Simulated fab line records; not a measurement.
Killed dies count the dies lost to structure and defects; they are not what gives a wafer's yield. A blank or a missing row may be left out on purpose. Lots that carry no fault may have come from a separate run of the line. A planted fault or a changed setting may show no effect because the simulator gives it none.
What tool caused it?	flow n5 finfet	10 lots, 30 wafers sampled, at 4 steps of a route of 1938

WHAT THE GAUGES READ, wafer by wafer
N5_BEOL_M13_THK_MEAS_50: measures by xrf.
lot	measured	on	M13_THK (nm)
L969	day 11 19:25	film metro-02	404 402 399
L972	day 13 07:04	film metro-01	407 412 413
L973	day 13 10:18	film metro-01	425 418 411
L977	day 14 05:01	film metro-01	414 403 407
L976	day 14 12:14	film metro-02	423 420 409
L978	day 15 11:01	film metro-01	416 410 417
L986	day 16 20:05	film metro-01	421 426 420
L987	day 17 08:17	film metro-01	417 412 414
L991	day 18 04:04	film metro-01	422 409 415
L992	day 18 14:33	film metro-02	415 411 411

EACH LOT AND THE TOOL THAT RAN IT (in order: tool; ch and the chambers of the sampled wafers; start)
lot	N5_BEOL_M13_STRIP_37	N5_BEOL_M13_SPUTTER_43	N5_BEOL_M13_CMP_49
L969	plasma asher-02 ch 0,1, day 11 16:08	pvd sputter-03, day 11 18:21	cmp-02 ch 1,2,3, day 11 19:07
L972	plasma asher-02 ch 0,1, day 13 02:52	pvd sputter-01, day 13 05:36	cmp-03 ch 0,2,3, day 13 06:48
L973	plasma asher-02 ch 0,1, day 13 08:40	pvd sputter-02, day 13 09:07	cmp-02 ch 1,2,3, day 13 10:07
L977	plasma asher-02 ch 0,1, day 13 22:52	pvd sputter-01, day 14 03:07	cmp-02 ch 0,3, day 14 04:43
L976	plasma asher-01 ch 0,1, day 14 07:31	pvd sputter-03, day 14 08:52	cmp-03 ch 1,2,3, day 14 12:01
L978	plasma asher-01 ch 0,1, day 15 09:13	pvd sputter-02, day 15 09:55	cmp-02 ch 0,2,3, day 15 10:44
L986	plasma asher-01 ch 0,1, day 16 17:39	pvd sputter-03, day 16 18:33	cmp-03 ch 0,1,3, day 16 19:49
L987	plasma asher-01 ch 0,1, day 17 04:52	pvd sputter-01, day 17 06:59	cmp-04 ch 1,2,3, day 17 08:01
L991	plasma asher-02 ch 0,1, day 17 22:49	pvd sputter-03, day 18 01:52	cmp-03 ch 0,1,2, day 18 03:46
L992	plasma asher-02 ch 0, day 18 11:16	pvd sputter-02, day 18 13:31	cmp-02 ch 0,2, day 18 14:17
- N5_BEOL_M13_STRIP_37: strips in N2/H2.
- N5_BEOL_M13_SPUTTER_43: material TaN, target thk 15 nm, time 24.19 s.
- N5_BEOL_M13_CMP_49: polishes, stops on SiOC, t overpolish 17.1 s, target thk 420 nm.

THE ANSWER, worked out from the rows above alone
Rule: what is usual is taken from the lots themselves. Put in order of their means at a reading, lots are off if they are a third of the lots or fewer, leave a main group of 4 or more, and stand apart from it by a gap of 3 or more times the standard deviation of the main group's means; of several such gaps the widest counts. A main group whose means are all the same, to the digits that the tables above print for the reading, isn't used. Also off: a lot with no number at a reading for which 4 or more lots have one. Any other lot the step has rows for is counted as sound.
No lot is off at any reading shown: from this, nothing can be told.

WHAT WAS PUT IN BY THE SIMULATOR
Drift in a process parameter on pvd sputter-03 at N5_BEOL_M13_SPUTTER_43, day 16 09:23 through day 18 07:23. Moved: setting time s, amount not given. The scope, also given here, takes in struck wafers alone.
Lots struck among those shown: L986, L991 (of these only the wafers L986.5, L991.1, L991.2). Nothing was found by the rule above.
